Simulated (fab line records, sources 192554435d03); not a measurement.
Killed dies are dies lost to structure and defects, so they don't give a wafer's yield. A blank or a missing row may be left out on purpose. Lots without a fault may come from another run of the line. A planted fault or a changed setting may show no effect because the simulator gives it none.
Split-lot experiment | flow n5_finfet | 7 lots, 21 wafers read, on a route of 1938 steps

THE SPLIT
At N5_ZERO_LAYER_PECVD_02 (deposits SiO2 from SiH4/N2O, target thk 10 nm, time 6 s), the setting time_s was moved away from the recipe's 6 s on 6 of the 21 wafers read, by -5.0% to +13.8%. The other wafers ran this setting at the recipe's value.

The reading is taken at the split's own step.

THE READING
SiO2_of_ZERO_LAYER_PECVD_02.thk_nm (the simulator's own value, which no gauge read), in nm, at N5_ZERO_LAYER_PECVD_02 (deposits SiO2 from SiH4/N2O, target thk 10 nm, time 6 s). The file gives no usual value for it. The 15 wafers here that ran the recipe average 9.968 nm, standard deviation 0.13 nm.

wafer  | tool, chamber at the split | time_s as run, s | against the recipe | SiO2_of_ZERO_LAYER_PECVD_02.thk_nm, nm | against lot-mates on the recipe
L074.1 | pecvd-03, 0                | 6                | recipe             | 10.02                                  | -
L074.3 | pecvd-03, 2                | 6                | recipe             | 9.949                                  | -
L074.4 | pecvd-03, 2                | 6                | recipe             | 10.13                                  | -
L076.1 | pecvd-02, 0                | 6                | recipe             | 9.852                                  | -
L076.2 | pecvd-02, 2                | 6                | recipe             | 9.894                                  | -
L076.5 | pecvd-02, 1                | 6                | recipe             | 10.06                                  | -
L077.1 | pecvd-02, 1                | 6                | recipe             | 10.05                                  | -
L077.4 | pecvd-02, 2                | 6                | recipe             | 10.03                                  | -
L077.5 | pecvd-02, 0                | 6                | recipe             | 10.12                                  | -
L079.2 | pecvd-03, 0                | 6                | recipe             | 9.782                                  | -
L079.3 | pecvd-03, 2                | 6                | recipe             | 9.862                                  | -
L079.6 | pecvd-03, 1                | 6                | recipe             | 10.05                                  | -
L084.1 | pecvd-04, 2                | 5.699            | -5.0%              | 9.34                                   | -0.770
L084.3 | pecvd-04, 0                | 5.699            | -5.0%              | 9.23                                   | -0.880
L084.4 | pecvd-04, 0                | 6                | recipe             | 10.11                                  | -
L090.1 | pecvd-03, 2                | 6                | recipe             | 9.654                                  | -
L090.2 | pecvd-03, 0                | 6.826            | +13.8%             | 11.15                                  | +1.496
L090.6 | pecvd-03, 2                | 6.826            | +13.8%             | 11.14                                  | +1.486
L091.1 | pecvd-02, 2                | 6.741            | +12.3%             | 11.13                                  | +1.170
L091.3 | pecvd-02, 0                | 6                | recipe             | 9.96                                   | -
L091.6 | pecvd-02, 0                | 6.741            | +12.3%             | 11.19                                  | +1.230

THE FIT
A straight line over all 21 wafers: SiO2_of_ZERO_LAYER_PECVD_02.thk_nm changes by +0.0953 nm for each +1% of time_s; r = +0.97; the points scatter about the line by 0.14 nm.
The same after taking each lot's own level away (the mean of its wafers on the recipe; 21 wafers): +0.11 nm for each +1%; r = +0.98; scatter 0.12 nm.
On that fit, the largest move of time_s shifts the reading by 1.5 nm.
The lots' own levels span 9.6540 to 10.1100 nm, that is 3.5 times the standard deviation above.
So the lot-to-lot level changes the slope: the two fits differ.
Check: with one of the wafers moved furthest among these (+13.8%) left out of the fit, the line predicts +1.46 nm for it against its lot-mates. It came out at +1.5 nm against them.

THE FILE'S OWN FIT
SiO2_of_ZERO_LAYER_PECVD_02.thk_nm changes by +0.108 nm for each +1% of time_s, r = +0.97.
